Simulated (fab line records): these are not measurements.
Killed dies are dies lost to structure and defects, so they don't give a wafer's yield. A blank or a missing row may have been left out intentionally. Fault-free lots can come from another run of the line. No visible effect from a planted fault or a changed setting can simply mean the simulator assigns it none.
Problem report, 8D (eight disciplines) form, completed by code -- flow n5Finfet -- the parts of the form that need people (team, actions taken, sign-off) are left out

== 1. PROBLEM STATEMENT ==
At N5_PASSIVATION_PROBE_49, killed_at_M4_up averages 86 over 6 wafers from 2 lots, while fault-free wafers read 13, standard deviation 4.5. Relative to the usual mean, that is a shift of +16 standard deviations.
First seen on wafer L274.1, day 17 10:56, on prober-02. Wafers with a number at this step in the record: 6, from 2 lots. The rule behind "out" and "out of limits": a value lying over 4 standard deviations away from the usual mean. The other wafers with a number count as sound.

== 2. WHAT IT IS; WHAT IT IS NOT ==
question,is,is not
which readings at this step,killed_at_M4_up,"killed_at_M0_to_M3, killedAtFrontEnd, killedAtOther, killedOpen, killedShort"
which lots,"L274, L275",-
which wafers of those lots,all that have a number,-
read on which tools,prober-02,-
when,from day 17 10:56,up to then (0 sound wafers)

== 3. WHAT RULES OUT EACH SUSPECT ==
Counting: a tool at a process step up to the reading stays a suspect if it ran every lot that is out and no sound lot after the first of them.
- aldMetal-04 at N5_BEOL_M11_ALD_74 (deposits TaN, target thk 2 nm, pulse time 2 s, purge time 3 s): kept. It ran every lot that is out, first L274 (day 15 19:29), and no sound lot after that.
- prober-02 at N5_PASSIVATION_PROBE_49: kept. It ran every lot that is out, first L274 (day 17 10:56), and no sound lot after that. On those wafers its own readings are out: killed_at_M4_up.
The count leaves prober-02 at N5_PASSIVATION_PROBE_49 and aldMetal-04 at N5_BEOL_M11_ALD_74.

== 4. THE CAUSE (what the simulator had put in) ==
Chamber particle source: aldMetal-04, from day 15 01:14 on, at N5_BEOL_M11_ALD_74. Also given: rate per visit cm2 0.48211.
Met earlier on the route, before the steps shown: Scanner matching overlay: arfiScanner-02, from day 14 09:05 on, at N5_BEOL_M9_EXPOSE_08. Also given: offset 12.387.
After counting, 2 suspects remain, this tool included.

== 5. THE CHAIN OF EFFECTS, in route order ==
Each row: a reading whose mean over the struck wafers that have a number lies more than 3 standard deviations from the usual. Scope: only readings with a usual standard deviation given in the record; hours: median across lots of the time from each lot's start at the first step in this table that gives one to its start at this step; sigmas: change in usual standard deviations.
hours,step,reading,usual,on struck wafers,change,sigmas
0,N5_PASSIVATION_PROBE_49,defectLimitedYield,90.9 %,85.3,-5.6,-3.7
0,N5_PASSIVATION_PROBE_49,killed_at_M4_up,13,86,+74,+16
0,N5_PASSIVATION_PROBE_49,killedDies,107,173,+66,+3.7
0,N5_PASSIVATION_PROBE_49,sort_bin_5_function,5.3 %,9.2,+3.9,+3.5
0,N5_PASSIVATION_PROBE_49,sortNPass,1073,1007,-66,-3.7
0,N5_PASSIVATION_PROBE_49,sortYieldPct,90.9 %,85.3,-5.6,-3.7
Its process steps:
- N5_PASSIVATION_PROBE_49

== 6. HOW IT WOULD HAVE BEEN CAUGHT EARLIER ==
In this record the first reading out of limits was taken at day 17 10:56, 58 hours after the fault began at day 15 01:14.
No tool reading at N5_BEOL_M11_ALD_74 that has a usual standard deviation in the record was out on any struck wafer, so an alarm limit of 4 standard deviations on those readings would not have fired.
The start of N5_BEOL_M11_ALD_74 on aldMetal-04 came by day 17 10:56 for every one of the lots that are out (2). A hold on the tool at that time would have spared none of them.
